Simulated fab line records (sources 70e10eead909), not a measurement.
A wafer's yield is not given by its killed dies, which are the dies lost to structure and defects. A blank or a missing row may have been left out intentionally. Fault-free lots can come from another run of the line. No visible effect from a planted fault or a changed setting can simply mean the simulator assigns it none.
fab line records ; flow nand_harc
[record] lots = 6; wafers = 18; last_day = 24
route steps=1159 shown A_SLIT@798 A_SIN_REMOVE@804 A_WL_FILL@809 END@1159
lots untouched by any fault: they come from a run of this same line in which no faults occurred
start_h: hours from the record's first day to the start of the lot's first wafer shown ; wait_h: hours from the lot's prior step to this one ; " the same as in the row above ; L1.1+2: several wafers, shown together as one row ; - value missing, or start not given ; * or withheld: withheld ; < > ~ a bound
route shown NAME@n: NAME is a module with steps in the file, n the number in the route of the first one ; usual: mean and standard deviation over wafers with no fault ; same: alike in all rows ; chamber/n: place in a boat ; sites: the reading at each site ; _std_site: standard deviation of those values ; _edge_site: mean of outer sites minus mean of inner sites ; radius_mm: for every site, how far away it sits from the centre of the wafer ; mask NAME#n: copy n ; behind: the most recent tool/chamber to have shaped the wafer ; hold: reason for holding the lot/hours on hold/outcome of the hold ; device: whichever transistor did not switch (one of n, p or np) ; end of line: the tests these same wafers got at the end of their route ; for a step that has no rows: nothing shown but its recipe ; killed: dies lost to structure and defects at the first sort, not the wafer's yield ; map: per-die view of a wafer (x killed, . not killed, _ where there is no die)
set.NAME: the setting as run; set.NAME@STEP: as run at that earlier step ; model.NAME: the simulator's own value behind a step, which no gauge read
certain route steps with their lots: each step a table, each wafer a row
services: the hour from which a tool's chamber was out of use, counted from the record's first day as start_h (under 0 if before that day), plus the number of hours and why
[[steps]]
[step NHARC_A_SLIT_STRIP_28]
[recipe] o2_flow_sccm = 400; cos_flow_sccm = 20; ar_flow_sccm = 0; bias_w = 0; chemistry = O2/COS
[step NHARC_A_SLIT_ETCH_29]
[recipe] target_depth_a = 1000; overetch_a = 100; time_s = 55; ion_energy_ev = 100; cf4_flow_sccm = 80; o2_flow_sccm = 20; ar_flow_sccm = 0; rf_w = 300; bias_w = 100; chemistry = CF4/O2
[usual] bias_w = 100.0/0.34; drypump_motor_current_A = 5.8/0.41; oes_ar_750_au = 1.000/0.0049; oes_product_au = 1.001/0.013; rf_vpp_V = 197.4/1.7; showerhead_plenum_p_Torr = 1.32/0.07; throttle_valve_pct = 13.398/0.009
lot.wafer;tool;chamber;start_h;wait_h;bias_w;drypump_motor_current_A;oes_ar_750_au;oes_product_au;rf_hours_counter_h;rf_vpp_V;showerhead_plenum_p_Torr;throttle_valve_pct
L986.1;rie_diel-04;2;336.35;0.1;100.6;6.0;0.998;0.984;2;197.3;1.30;13.395
L986.4;rie_diel-04;0;336.35;0.1;99.8;5.8;0.997;0.996;1;199.5;1.38;13.401
L986.2;rie_diel-04;1;336.35;0.1;100.2;5.7;1.002;0.998;3;195.9;1.29;13.400
L983.4;rie_diel-07;1;336.84;0.1;100.0;5.0;0.998;1.006;7;199.5;1.43;13.385
L983.1;rie_diel-07;3;336.84;0.1;99.7;5.5;1.005;1.029;5;196.5;1.27;13.384
L983.6;rie_diel-07;2;336.84;0.1;100.1;5.7;1.003;0.991;-;197.2;1.25;13.413
L995.3;rie_diel-07;1;401.22;0.1;99.1;5.0;1.000;1.029;12;198.4;1.43;13.387
L995.2;rie_diel-07;2;401.22;0.1;100.0;5.6;0.998;0.986;11;195.2;1.25;13.398
L995.4;rie_diel-07;3;401.22;0.1;100.4;5.6;1.004;1.011;10;196.2;1.27;13.411
L998.1;rie_diel-09;1;416.75;0.1;100.7;6.2;1.002;1.012;10;198.8;1.40;13.397
L998.2;rie_diel-09;3;416.75;0.1;100.1;5.7;0.998;0.986;11;197.6;1.36;13.406
L998.6;rie_diel-09;0;416.75;0.1;100.3;6.5;1.005;1.020;-;195.3;1.27;13.406
L101.4;rie_diel-07;2;437.25;0.1;100.5;5.6;1.003;0.985;4;196.9;1.25;13.405
L101.3;rie_diel-07;3;437.25;0.1;100.7;5.5;0.995;1.016;2;197.4;1.27;13.397
L101.5;rie_diel-07;2;437.25;0.1;100.2;5.6;0.995;0.979;-;196.5;1.25;13.402
L106.3;rie_diel-07;3;459.03;0.1;99.6;5.6;0.997;1.000;3;195.3;1.27;13.381
L106.4;rie_diel-07;1;459.03;0.1;99.8;5.0;1.003;1.029;5;200.8;1.43;13.413
L106.6;rie_diel-07;3;459.03;0.1;99.4;5.5;1.000;1.002;-;196.2;1.27;13.413
[step NHARC_A_SLIT_STRIP_18]
[recipe] o2_flow_sccm = 500; ar_flow_sccm = 0; bias_w = 0; chemistry = O2
[usual] drypump_motor_current_A = 5.8/0.4; oes_product_au = 0.999/0.014; rf_vpp_V = 57.6/0.95; showerhead_plenum_p_Torr = 3.47/0.17; throttle_valve_pct = 17.035/0.0085
[same] bias_w = 0
lot.wafer;tool;chamber;start_h;wait_h;drypump_motor_current_A;oes_product_au;rf_hours_counter_h;rf_vpp_V;showerhead_plenum_p_Torr;throttle_valve_pct
L986.2;rie_diel-04;0;-;-;5.8;0.999;1;58.4;3.65;17.033
L986.1;rie_diel-04;1;-;-;5.7;0.997;3;56.5;3.41;17.026
L986.4;rie_diel-04;2;-;-;6.0;0.994;2;57.9;3.43;17.028
L983.4;rie_diel-07;0;-;-;5.8;0.996;7;57.4;3.33;17.047
L983.1;rie_diel-07;2;-;-;5.6;0.990;6;56.5;3.32;17.028
L983.6;rie_diel-07;0;-;-;5.7;0.995;-;58.2;3.33;17.049
L995.4;rie_diel-07;1;-;-;5.0;1.024;12;57.6;3.77;17.033
L995.3;rie_diel-07;2;-;-;5.7;0.987;11;56.6;3.32;17.033
L995.2;rie_diel-07;3;-;-;5.6;1.008;10;56.4;3.35;17.032
L998.2;rie_diel-09;1;-;-;6.3;1.007;10;58.7;3.69;17.029
L998.1;rie_diel-09;3;-;-;5.7;0.982;11;58.8;3.60;17.048
L998.6;rie_diel-09;1;-;-;6.2;1.001;-;59.6;3.69;17.029
L101.4;rie_diel-07;3;-;-;5.6;0.998;2;58.0;3.35;17.043
L101.3;rie_diel-07;2;-;-;5.6;0.977;4;56.7;3.32;17.034
L101.5;rie_diel-07;0;-;-;5.7;0.981;-;57.5;3.33;17.025
L106.3;rie_diel-07;2;-;-;5.6;0.994;5;56.7;3.32;17.029
L106.4;rie_diel-07;1;-;-;5.0;1.027;5;58.4;3.77;17.036
L106.6;rie_diel-07;2;-;-;5.7;0.986;-;58.1;3.32;17.043
[step NHARC_A_SLIT_PRECLEAN_19]
[recipe] time_s = *; temp_c = 50; bath_age_min = 0; chemistry = SC1
[step NHARC_A_SLIT_SRD_20]
[step NHARC_A_SLIT_CD_MEAS_21]
[usual] cd_nm = 289.6/1
lot.wafer;tool;chamber;start_h;wait_h;cd_nm
L986.1;cd_sem-02;-;336.88;-;290.8
L986.2;cd_sem-02;-;336.88;-;290.1
L986.4;cd_sem-02;-;336.88;-;290.3
L983.1;cd_sem-02;-;337.38;-;288.8
L983.4;cd_sem-02;-;337.38;-;289.4
L983.6;cd_sem-02;-;337.38;-;289.0
L995.2;cd_sem-03;-;401.76;-;291.4
L995.3;cd_sem-03;-;401.76;-;291.1
L995.4;cd_sem-03;-;401.76;-;289.4
L998.1;cd_sem-02;-;417.29;-;289.0
L998.2;cd_sem-02;-;417.29;-;288.6
L998.6;cd_sem-02;-;417.29;-;288.5
L101.3;cd_sem-02;-;437.79;-;289.5
L101.4;cd_sem-02;-;437.79;-;289.7
L101.5;cd_sem-02;-;437.79;-;289.8
L106.3;cd_sem-02;-;459.57;-;289.0
L106.4;cd_sem-02;-;459.57;-;289.4
L106.6;cd_sem-02;-;459.57;-;288.6
[step NHARC_A_SIN_REMOVE_WET_00]
[recipe] temp_c = 160; time_s = 15300; chemistry = H3PO4
[step NHARC_A_SIN_REMOVE_PRECLEAN_01]
[recipe] time_s = *; temp_c = 50; bath_age_min = 0; chemistry = SC1
[step NHARC_A_SIN_REMOVE_SRD_02]
[step NHARC_A_SIN_REMOVE_INSPECT_04]
[usual] raw_defect_count = 310/100
lot.wafer;tool;chamber;start_h;wait_h;raw_defect_count
L986.1;defect_inspect-01;-;344.51;0.0;187
L986.2;defect_inspect-01;-;344.51;0.0;219
L986.4;defect_inspect-01;-;344.51;0.0;342
L983.1;defect_inspect-02;-;344.56;0.0;227
L983.4;defect_inspect-02;-;344.56;0.0;349
L983.6;defect_inspect-02;-;344.56;0.0;320
L995.2;defect_inspect-02;-;409.46;0.0;407
L995.3;defect_inspect-02;-;409.46;0.0;287
L995.4;defect_inspect-02;-;409.46;0.0;305
L998.1;defect_inspect-02;-;424.98;0.1;385
L998.2;defect_inspect-02;-;424.98;0.1;296
L998.6;defect_inspect-02;-;424.98;0.1;314
L101.3;defect_inspect-02;-;445.03;0.0;566
L101.4;defect_inspect-02;-;445.03;0.0;506
L101.5;defect_inspect-02;-;445.03;0.0;325
L106.3;defect_inspect-02;-;467.31;0.0;264
L106.4;defect_inspect-02;-;467.31;0.0;276
L106.6;defect_inspect-02;-;467.31;0.0;250
[step NHARC_A_WL_FILL_ALD_00]
[recipe] target_thk_a = 30; pulse_time_s = 3; ald_cycles = 30; temp_c = 300; material = Al2O3
[usual] heater_power_w = 470/38; precursor_pulse_height_rel = 1.003/0.021
lot.wafer;tool;chamber;start_h;wait_h;heater_power_w;precursor_pulse_height_rel
L986.4;ald_hk-02;0;344.60;0.1;457;1.035
L986.1;ald_hk-02;1;344.60;0.1;425;0.980
L986.2;ald_hk-02;2;344.60;0.1;517;1.002
L983.4;ald_hk-04;1;344.65;0.1;481;1.019
L983.1;ald_hk-04;3;344.65;0.1;424;1.002
L983.6;ald_hk-04;0;344.65;0.1;498;1.007
L995.4;ald_hk-04;0;410.42;1.0;474;0.975
L995.3;ald_hk-04;1;410.42;1.0;519;0.981
L995.2;ald_hk-04;2;410.42;1.0;435;1.017
L998.1;ald_hk-02;2;425.09;0.1;513;0.985
L998.2;ald_hk-02;3;425.09;0.1;526;1.003
L998.6;ald_hk-02;2;425.09;0.1;512;0.983
L101.4;ald_hk-04;0;445.12;0.1;496;1.037
L101.3;ald_hk-04;1;445.12;0.1;519;0.978
L101.5;ald_hk-04;3;445.12;0.1;491;0.977
L106.4;ald_hk-01;2;468.97;1.7;433;1.029
L106.3;ald_hk-01;0;468.97;1.7;460;0.988
L106.6;ald_hk-01;3;468.97;1.7;347;0.995
[step NHARC_A_WL_FILL_RTA_01]
[recipe] temp_c = 1000; time_s = 5
[usual] lamp_power_pct = 29.1/2.5; wafer_temp_C_max = 1004.6/0.98
lot.wafer;tool;chamber;start_h;wait_h;lamp_power_pct;wafer_temp_C_max
L986.1;rtp_anneal-01;0;344.85;-;31.2;1005.6
L986.2;rtp_anneal-01;0;344.85;-;31.2;1003.8
L986.4;rtp_anneal-01;0;344.85;-;31.2;1003.2
L983.1;rtp_anneal-02;0;344.89;-;26.3;1003.9
L983.4;rtp_anneal-02;0;344.89;-;26.2;1005.0
L983.6;rtp_anneal-02;0;344.89;-;26.2;1004.5
L995.2;rtp_anneal-02;0;410.70;-;23.5;966.1
L995.3;rtp_anneal-02;0;410.70;-;23.5;966.1
L995.4;rtp_anneal-02;0;410.70;-;23.5;964.9
L998.1;rtp_anneal-02;0;425.46;0.3;23.5;966.5
L998.2;rtp_anneal-02;0;425.46;0.3;23.5;965.5
L998.6;rtp_anneal-02;0;425.46;0.3;23.5;966.0
L101.3;rtp_anneal-01;0;445.60;-;31.3;1003.9
L101.4;rtp_anneal-01;0;445.60;-;31.2;1005.1
L101.5;rtp_anneal-01;0;445.60;-;31.2;1004.7
L106.3;rtp_anneal-01;0;469.30;-;31.2;1004.1
L106.4;rtp_anneal-01;0;469.30;-;31.2;1005.0
L106.6;rtp_anneal-01;0;469.30;-;31.2;1003.2
[step NHARC_A_WL_FILL_ALD_02]
[recipe] target_thk_a = 20; pulse_time_s = 3; ald_cycles = 100; temp_c = 450; material = TiN
[usual] heater_power_w = 1073/120; precursor_pulse_height_rel = 1.001/0.018
lot.wafer;tool;chamber;start_h;wait_h;heater_power_w;precursor_pulse_height_rel
L986.2;ald_metal-01;0;345.06;0.2;1034;0.990
L986.1;ald_metal-01;2;345.06;0.2;1193;1.008
L986.4;ald_metal-01;3;345.06;0.2;795;1.014
L983.4;ald_metal-03;0;345.14;0.1;1022;0.996
L983.1;ald_metal-03;1;345.14;0.1;1130;1.026
L983.6;ald_metal-03;0;345.14;0.1;1018;1.003
L995.2;ald_metal-03;3;410.89;0.2;1241;0.999
L995.3;ald_metal-03;2;410.89;0.2;1090;0.993
L995.4;ald_metal-03;2;410.89;0.2;1097;0.987
L998.1;ald_metal-01;2;425.68;0.2;1187;1.008
L998.2;ald_metal-01;3;425.68;0.2;787;1.013
L998.6;ald_metal-01;2;425.68;0.2;1158;1.002
L101.3;ald_metal-01;1;445.76;0.1;1047;1.005
L101.4;ald_metal-01;0;445.76;0.1;1006;1.003
L101.5;ald_metal-01;2;445.76;0.1;1180;1.030
L106.3;ald_metal-01;0;469.50;0.2;1036;1.026
L106.4;ald_metal-01;2;469.50;0.2;1223;0.993
L106.6;ald_metal-01;3;469.50;0.2;843;1.023
[step NHARC_END_SORT_01]
[recipe] temp_c = 25
[usual] killed_at_array = 29/10; killed_at_other = 0.7/1; killed_at_periphery = 3.7/2.6; killed_dies = 33/10; killed_open = 3.4/1.8; killed_short = 1.8/1.3
[same] gross_dies = 677
lot.wafer;tool;chamber;start_h;wait_h;killed_at_array;killed_at_other;killed_at_periphery;killed_dies;killed_open;killed_short
L983.1;prober-01;0;455.60;2.5;26;2;3;31;1;1
L983.4;prober-01;0;458.03;3.5;24;0;4;28;1;0
L983.6;prober-01;0;459.66;4.1;21;0;5;26;1;0
L986.1;prober-02;0;456.46;2.5;26;2;2;30;7;2
L986.2;prober-02;0;457.25;2.8;31;2;3;36;0;2
L986.4;prober-02;0;458.82;3.4;20;0;7;27;3;3
L995.2;prober-01;0;515.19;2.8;29;0;3;32;0;1
L995.3;prober-01;0;515.99;3.1;32;1;2;35;4;3
L995.4;prober-01;0;516.80;3.4;41;0;6;47;3;3
L998.1;prober-01;0;543.69;2.5;34;1;1;36;5;1
L998.2;prober-01;0;544.49;2.8;50;0;1;51;5;2
L998.6;prober-01;0;547.72;4.0;48;0;4;52;5;1
L101.3;prober-02;0;560.86;3.1;48;0;15;63;9;1
L101.4;prober-02;0;561.66;3.4;38;0;8;46;6;0
L101.5;prober-02;0;562.46;3.7;30;1;9;40;3;2
L106.3;prober-01;0;575.66;3.1;40;0;3;43;6;2
L106.4;prober-01;0;576.46;3.4;40;1;3;44;6;2
L106.6;prober-01;0;578.05;4.0;40;0;2;42;5;2
// killed by level:class
L983.1 A_CHANNEL_HOLE_D1:chamber_film_flake=12 A_SLIT:chamber_film_flake=7 A_CONTACT:chamber_film_flake=4 P_M0:chamber_film_flake=2 THIN_TSV:chamber_film_flake=2 P_M2:geometric_particle:open=1 A_M1:geometric_particle:short=1 A_STAIRCASE:chamber_film_flake=1
L986.1 A_CHANNEL_HOLE_D1:chamber_film_flake=10 A_CHANNEL_FILL_D1:geometric_particle:open=4 A_STAIRCASE:chamber_film_flake=4 A_CONTACT:geometric_particle:open=3 A_CONTACT:chamber_film_flake=2 THIN_TSV:chamber_film_flake=2 A_CHANNEL_FILL_D1:geometric_particle:short=1 A_WL_FILL:geometric_particle:short=1
L986.2 A_CHANNEL_HOLE_D1:chamber_film_flake=23 A_STAIRCASE:chamber_film_flake=3 A_SLIT:chamber_film_flake=2 THIN_TSV:chamber_film_flake=2 A_SOURCE_PLATE:geometric_particle:short=1 A_CHANNEL_HOLE_D1:geometric_particle:short=1 P_ZERO_WELL:chamber_film_flake=1 P_STI:chamber_film_flake=1
L983.4 A_SLIT:chamber_film_flake=10 A_CHANNEL_HOLE_D1:chamber_film_flake=9 P_M0:chamber_film_flake=3 A_STAIRCASE:chamber_film_flake=2 A_CONTACT:chamber_film_flake=2 P_M2:geometric_particle:open=1 A_CHANNEL_FILL_D1:chamber_film_flake=1
L986.4 A_CHANNEL_HOLE_D1:chamber_film_flake=13 P_ZERO_WELL:chamber_film_flake=3 A_CONTACT:chamber_film_flake=2 P_CONTACT:geometric_particle:short=1 P_CONTACT:geometric_particle:open=1 P_M0:geometric_particle:short=1 A_SOURCE_PLATE:geometric_particle:open=1 A_CHANNEL_FILL_D1:geometric_particle:short=1
L983.6 A_CHANNEL_HOLE_D1:chamber_film_flake=9 A_SLIT:chamber_film_flake=6 A_CONTACT:chamber_film_flake=5 P_M0:chamber_film_flake=2 P_GATE:geometric_particle:open=1 P_ZERO_WELL:chamber_film_flake=1 P_CONTACT:chamber_film_flake=1 A_STAIRCASE:chamber_film_flake=1
L995.2 A_CHANNEL_HOLE_D1:chamber_film_flake=16 A_STAIRCASE:chamber_film_flake=8 A_WL_FILL:chamber_film_flake=2 A_CHANNEL_FILL_D1:geometric_particle:short=1 P_ZERO_WELL:chamber_film_flake=1 P_STI:chamber_film_flake=1 P_GATE:chamber_film_flake=1 A_CHANNEL_FILL_D1:chamber_film_flake=1
L995.3 A_CHANNEL_HOLE_D1:chamber_film_flake=15 A_STAIRCASE:chamber_film_flake=5 A_CONTACT:chamber_film_flake=4 A_ONON_D1:geometric_particle:short=2 A_CONTACT:geometric_particle:open=2 A_WL_FILL:chamber_film_flake=2 P_M0:geometric_particle:open=1 A_WL_FILL:geometric_particle:short=1
L995.4 A_STAIRCASE:chamber_film_flake=17 A_CHANNEL_HOLE_D1:chamber_film_flake=15 P_ZERO_WELL:chamber_film_flake=3 A_CONTACT:chamber_film_flake=3 P_CONTACT:geometric_particle:short=1 P_CONTACT:geometric_particle:open=1 A_CHANNEL_FILL_D1:geometric_particle:short=1 A_SGD_CUT:geometric_particle:open=1
L998.1 A_CHANNEL_HOLE_D1:chamber_film_flake=15 A_STAIRCASE:chamber_film_flake=7 A_SLIT:chamber_film_flake=7 P_GATE:geometric_particle:open=1 A_CHANNEL_FILL_D1:geometric_particle:open=1 A_WL_FILL:geometric_particle:open=1 A_CONTACT:geometric_particle:open=1 A_M0:geometric_particle:short=1
L998.2 A_CHANNEL_HOLE_D1:chamber_film_flake=19 A_STAIRCASE:chamber_film_flake=13 A_SLIT:chamber_film_flake=10 A_CONTACT:geometric_particle:open=2 A_CONTACT:chamber_film_flake=2 P_CONTACT:geometric_particle:open=1 A_CHANNEL_HOLE_D1:geometric_particle:open=1 A_WL_FILL:geometric_particle:short=1
L998.6 A_CHANNEL_HOLE_D1:chamber_film_flake=26 A_SLIT:chamber_film_flake=12 A_STAIRCASE:chamber_film_flake=5 P_GATE:geometric_particle:open=1 P_M0:geometric_particle:open=1 P_M2:geometric_particle:open=1 A_CONTACT:geometric_particle:open=1 A_M0:geometric_particle:open=1
L101.3 A_SLIT:chamber_film_flake=17 A_CHANNEL_HOLE_D1:chamber_film_flake=11 A_CONTACT:chamber_film_flake=8 P_STI:chamber_film_flake=7 A_SGD_CUT:chamber_film_flake=4 P_CONTACT:chamber_film_flake=3 A_CHANNEL_FILL_D1:geometric_particle:open=2 P_GATE:chamber_film_flake=2
L101.4 A_SLIT:chamber_film_flake=17 A_CONTACT:chamber_film_flake=8 A_CHANNEL_HOLE_D1:chamber_film_flake=4 P_STI:chamber_film_flake=3 P_GATE:chamber_film_flake=3 A_SGD_CUT:chamber_film_flake=3 A_CONTACT:geometric_particle:open=2 A_M1:geometric_particle:open=2
L101.5 A_SLIT:chamber_film_flake=13 A_CONTACT:chamber_film_flake=8 P_STI:chamber_film_flake=5 A_CHANNEL_HOLE_D1:chamber_film_flake=4 P_GATE:chamber_film_flake=2 P_GATE:geometric_particle:open=1 A_ONON_D1:geometric_particle:short=1 A_CONTACT:geometric_particle:short=1
L106.3 A_CONTACT:chamber_film_flake=13 A_SLIT:chamber_film_flake=12 A_CHANNEL_HOLE_D1:chamber_film_flake=9 A_BLC:geometric_particle:short=2 P_STI:geometric_particle:open=1 P_CONTACT:geometric_particle:open=1 A_CHANNEL_HOLE_D1:geometric_particle:open=1 A_SGD_CUT:geometric_particle:open=1
L106.4 A_SLIT:chamber_film_flake=17 A_CONTACT:chamber_film_flake=9 A_CHANNEL_HOLE_D1:chamber_film_flake=7 P_M1:geometric_particle:open=2 A_CHANNEL_FILL_D1:geometric_particle:open=1 A_CHANNEL_FILL_D1:geometric_particle:short=1 A_STAIRCASE:geometric_particle:short=1 A_SGD_CUT:geometric_particle:open=1
L106.6 A_SLIT:chamber_film_flake=18 A_CHANNEL_HOLE_D1:chamber_film_flake=9 A_CONTACT:chamber_film_flake=3 A_CHANNEL_FILL_D1:geometric_particle:open=2 A_CONTACT:geometric_particle:open=2 P_STI:chamber_film_flake=2 A_WL_FILL:chamber_film_flake=2 A_CHANNEL_FILL_D1:geometric_particle:short=1
[[services]]
tool;chamber;start_h;hours;kind
rie_diel-07;1;315.37;3.0;repair
ald_metal-03;-;322.00;10.0;pm
rie_diel-07;0;335.67;-;clean
rie_diel-07;1;335.67;-;clean
rie_diel-07;2;335.67;-;clean
rie_diel-07;3;335.67;-;clean
rie_diel-07;3;358.49;5.0;repair
rie_diel-07;0;360.17;-;clean
rie_diel-07;1;360.17;-;clean
ald_hk-04;-;364.83;10.0;pm
ald_metal-01;3;378.46;2.2;repair
rie_diel-04;2;384.16;13.6;repair
rie_diel-09;3;396.25;8.2;repair
ald_metal-03;0;397.36;14.3;repair
rie_diel-07;-;405.68;9.0;pm
rie_diel-04;2;407.51;9.3;repair
ald_hk-01;-;408.09;10.0;pm
ald_hk-02;-;414.91;2.7;repair
rie_diel-07;3;418.76;12.8;repair
rie_diel-09;-;430.05;0.3;repair
rie_diel-09;-;431.10;9.0;pm
rie_diel-04;3;443.74;6.8;repair
ald_metal-01;-;458.00;10.0;pm
rie_diel-04;-;465.92;9.0;pm
[[key]]
[first_sign] step = NHARC_A_WL_FILL_RTA_01; reading = wafer_temp_C_max; direction = down; sigmas = 40; usual = *; struck = *
[effect] step = NHARC_A_WL_FILL_RTA_01; reading = lamp_power_pct; direction = down; sigmas = 2.3; usual = 29.1; struck = 23.5
met_at NHARC_A_WL_FILL_RTA_01
struck_wafers L995.2,L995.3,L995.4,L998.1,L998.2,L998.6
tester_left_out L995,L998
onset_between 344.89 410.70
[fault] kind = process_parameter_drift; tool = rtp_anneal-02; chamber = -; onset_h = 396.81; steps = NHARC_A_WL_FILL_RTA_01; channel = temp_c; offset = *; shape = step; end_h = 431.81; acts_in = *; stated = *
// tester_left_out: of these lots the tester's yield and bins aren't shown, on N5 and GAA mostly nor the transistor test; their killed dies are dies lost to structure and defects alone, not to doping, threshold or leakage, so they don't give the yield
